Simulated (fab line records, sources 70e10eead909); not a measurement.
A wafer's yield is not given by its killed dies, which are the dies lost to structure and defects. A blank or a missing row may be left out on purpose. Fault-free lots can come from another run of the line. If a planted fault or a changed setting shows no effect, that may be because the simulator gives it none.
Commonality check across tools / flow nand harc / Sample size 12 lots and 36 wafers

## WHY IT WAS OPENED
On 3 of the 12 lots, a flag is raised at NHARC_A_CONTACT_CD_MEAS_42 on the reading cd nm. Wafers without a fault read 200.2 nm, standard deviation 0.4.
Rule: flag the lot when none of its wafers has a number, or when each of its wafers that has one lies beyond 4 standard deviations from that mean. The other lots count as sound.

lot=L628; measured=day 16 02:21; on=cd sem-01; cd nm (nm), wafer by wafer=199.9 200.3 199.9; flag=
lot=L631; measured=day 16 15:19; on=cd sem-02; cd nm (nm), wafer by wafer=200.3 199.8 200.4; flag=
lot=L633; measured=day 16 19:24; on=cd sem-01; cd nm (nm), wafer by wafer=200.4 200.2 200.0; flag=
lot=L630; measured=day 16 22:37; on=cd sem-02; cd nm (nm), wafer by wafer=200.2 200.3 200.2; flag=
lot=L634; measured=day 17 22:08; on=cd sem-03; cd nm (nm), wafer by wafer=200.1 200.4 199.9; flag=
lot=L635; measured=day 18 11:25; on=cd sem-01; cd nm (nm), wafer by wafer=200.1 200.1 199.3; flag=
lot=L643; measured=day 20 02:28; on=cd sem-03; cd nm (nm), wafer by wafer=200.2 200.8 199.8; flag=
lot=L649; measured=day 20 19:41; on=cd sem-01; cd nm (nm), wafer by wafer=185.0 185.7 185.3; flag=FLAGGED
lot=L648; measured=day 21 01:27; on=cd sem-02; cd nm (nm), wafer by wafer=188.0 188.5 188.6; flag=FLAGGED
lot=L646; measured=day 21 16:13; on=cd sem-03; cd nm (nm), wafer by wafer=190.1 190.8 190.1; flag=FLAGGED
lot=L651; measured=day 21 22:11; on=cd sem-03; cd nm (nm), wafer by wafer=200.4 201.0 200.0; flag=
lot=L650; measured=day 21 23:03; on=cd sem-03; cd nm (nm), wafer by wafer=200.4 199.8 199.6; flag=
On average the flagged lots' numbers are 188.0 nm, which is -12.2 nm against the usual, or -30 standard deviations.

## WHICH TOOL EACH LOT WENT THROUGH
The record holds 1 process step before the reading, out of a route of 1159 steps. In each cell: the tool, then ch and the chambers that the sampled wafers went through, then the start.
lot=L628; flag=; NHARC_A_CONTACT_EXPOSE_39=arfi scanner-02 ch 0, day 16 02:13
lot=L631; flag=; NHARC_A_CONTACT_EXPOSE_39=arfi scanner-02 ch 0, day 16 15:10
lot=L633; flag=; NHARC_A_CONTACT_EXPOSE_39=arfi scanner-02 ch 0, day 16 19:16
lot=L630; flag=; NHARC_A_CONTACT_EXPOSE_39=arfi scanner-01 ch 0, day 16 22:29
lot=L634; flag=; NHARC_A_CONTACT_EXPOSE_39=arfi scanner-02 ch 0, day 17 22:00
lot=L635; flag=; NHARC_A_CONTACT_EXPOSE_39=arfi scanner-03 ch 0, day 18 11:16
lot=L643; flag=; NHARC_A_CONTACT_EXPOSE_39=arfi scanner-01 ch 0, day 20 02:20
lot=L649; flag=FLAGGED; NHARC_A_CONTACT_EXPOSE_39=arfi scanner-02 ch 0, day 20 19:33
lot=L648; flag=FLAGGED; NHARC_A_CONTACT_EXPOSE_39=arfi scanner-02 ch 0, day 21 01:19
lot=L646; flag=FLAGGED; NHARC_A_CONTACT_EXPOSE_39=arfi scanner-02 ch 0, day 21 16:05
lot=L651; flag=; NHARC_A_CONTACT_EXPOSE_39=arfi scanner-03 ch 0, day 21 22:04
lot=L650; flag=; NHARC_A_CONTACT_EXPOSE_39=arfi scanner-01 ch 0, day 21 22:55
These steps, and what they do:
- NHARC_A_CONTACT_EXPOSE_39: exposes mask A CC 3.
- NHARC_A_CONTACT_CD_MEAS_42: target cd 200 nm.

## FLAGGED OVER TOTAL, TOOL BY TOOL (the gauges that took the reading come last)
step=NHARC_A_CONTACT_EXPOSE_39; tool=arfi scanner-01; lots run=3; flagged=0; share of the flagged lots=none; sound lots run after its first flagged lot=-
step=NHARC_A_CONTACT_EXPOSE_39; tool=arfi scanner-02; lots run=7; flagged=3; share of the flagged lots=all; sound lots run after its first flagged lot=0
step=NHARC_A_CONTACT_EXPOSE_39; tool=arfi scanner-03; lots run=2; flagged=0; share of the flagged lots=none; sound lots run after its first flagged lot=-
step=NHARC_A_CONTACT_CD_MEAS_42; tool=cd sem-01; lots run=4; flagged=1; share of the flagged lots=some; sound lots run after its first flagged lot=0
step=NHARC_A_CONTACT_CD_MEAS_42; tool=cd sem-02; lots run=3; flagged=1; share of the flagged lots=some; sound lots run after its first flagged lot=0
step=NHARC_A_CONTACT_CD_MEAS_42; tool=cd sem-03; lots run=5; flagged=1; share of the flagged lots=some; sound lots run after its first flagged lot=2 (L651,L650)

## WHAT IS ALLOWED BY THE TABLE
1 row of the table ran every flagged lot: arfi scanner-02 at NHARC_A_CONTACT_EXPOSE_39.
- arfi scanner-02 at NHARC_A_CONTACT_EXPOSE_39 ran 7 lots, 3 of them flagged. Its last sound lot is L634 (day 17 22:00), its first flagged lot L649 (day 20 19:33): a fault that began between those two fits. Its own readings (exposure dose mJ cm2) fall more than 4 standard deviations out on all wafers of the flagged lots.
arfi scanner-02 at NHARC_A_CONTACT_EXPOSE_39 is the single tool remaining.

## WHAT WAS PUT IN BY THE SIMULATOR
Drift in process parameters on arfi scanner-02 at NHARC_A_CONTACT_EXPOSE_39, starting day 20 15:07. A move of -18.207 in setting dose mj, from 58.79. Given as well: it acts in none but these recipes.
Lots struck among those shown: L649, L648, L646. The same result came from the rule above.
